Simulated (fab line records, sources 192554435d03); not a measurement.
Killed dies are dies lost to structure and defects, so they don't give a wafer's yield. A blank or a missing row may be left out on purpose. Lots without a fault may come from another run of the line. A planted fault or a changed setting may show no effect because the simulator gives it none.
Split-lot experiment | flow n5_finfet | 7 lots, 21 wafers read, on a route of 1938 steps

THE SPLIT
At N5_MOL_CONTACT_COAG_VIA_ETCH_46 (etches SiO2 in C4F6/O2, target depth 46 nm, overetch 9.2 nm, time 40 s), the setting bias_w was moved away from the recipe's 455 W on 4 of the 21 wafers read, by -16.9% to +15.2%. The other wafers ran this setting at the recipe's value.

The reading is taken at the split's own step.

THE READING
rf_vpp_V, in V, at N5_MOL_CONTACT_COAG_VIA_ETCH_46 (etches SiO2 in C4F6/O2, target depth 46 nm, overetch 9.2 nm, time 40 s). Fault-free wafers of this fab line usually give 1586 V, standard deviation 30 V.

wafer  | tool, chamber at the split | bias_w as run, W | against the recipe | rf_vpp_V, V | against lot-mates on the recipe
L077.2 | rie_diel-01, 0             | 455              | recipe             | 1602        | -
L077.4 | rie_diel-01, 3             | 455              | recipe             | 1603        | -
L077.6 | rie_diel-01, 2             | 455              | recipe             | 1564        | -
L081.1 | rie_diel-02, 3             | 455              | recipe             | 1634        | -
L081.2 | rie_diel-02, 0             | 455              | recipe             | 1558        | -
L081.3 | rie_diel-02, 2             | 524.3            | +15.2%             | 1805        | +209
L087.1 | rie_diel-06, 0             | 455              | recipe             | 1559        | -
L087.3 | rie_diel-06, 2             | 455              | recipe             | 1595        | -
L087.6 | rie_diel-06, 2             | 455              | recipe             | 1596        | -
L088.3 | rie_diel-06, 2             | 455              | recipe             | 1596        | -
L088.4 | rie_diel-06, 2             | 455              | recipe             | 1594        | -
L088.5 | rie_diel-06, 0             | 383.1            | -15.8%             | 1369        | -226
L089.2 | rie_diel-06, 0             | 378.3            | -16.9%             | 1356        | -201
L089.3 | rie_diel-06, 2             | 378.3            | -16.9%             | 1388        | -169
L089.4 | rie_diel-06, 0             | 455              | recipe             | 1557        | -
L094.2 | rie_diel-01, 3             | 455              | recipe             | 1602        | -
L094.5 | rie_diel-01, 0             | 455              | recipe             | 1599        | -
L094.6 | rie_diel-01, 3             | 455              | recipe             | 1603        | -
L097.1 | rie_diel-01, 0             | 455              | recipe             | 1599        | -
L097.2 | rie_diel-01, 2             | 455              | recipe             | 1563        | -
L097.3 | rie_diel-01, 1             | 455              | recipe             | 1616        | -

THE FIT
A straight line over all 21 wafers: rf_vpp_V changes by +13.5 V for each +1% of bias_w; r = +0.98; the points scatter about the line by 22 V.
The same after taking each lot's own level away (the mean of its wafers on the recipe; 21 wafers): +12.4 V for each +1%; r = +0.97; scatter 22 V.
On that fit, the largest move of bias_w shifts the reading by 2.1e+02 V.
The lots' own levels span 1557.0 to 1601.3 V, that is 1.5 times the standard deviation above.
So the lot-to-lot level changes the slope little: the two slopes agree.
Check: with one of the wafers moved furthest among these (-16.9%) left out of the fit, the line predicts -210 V for it against its lot-mates. It came out at -201 V against them.
Tool readings at the split's step, against how far the setting was moved: rf_vpp_V r = +0.98.

OTHER SPLITS ON THESE WAFERS
These wafers also went through other splits before the reading. Each is held against what the fit with the lots' levels taken away leaves over:
other split on the same wafers | wafers away from the commonest value | r with rf_vpp_V (lot level and that fit taken away)
N5_GATE_CUT_HM_DEP_46 time_s   | 4                                    | -0.36
N5_GATE_CUT_COAT_35 spin_rpm   | 7                                    | +0.13

THE FILE'S OWN FIT
rf_vpp_V changes by +12.9 V for each +1% of bias_w, r = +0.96.
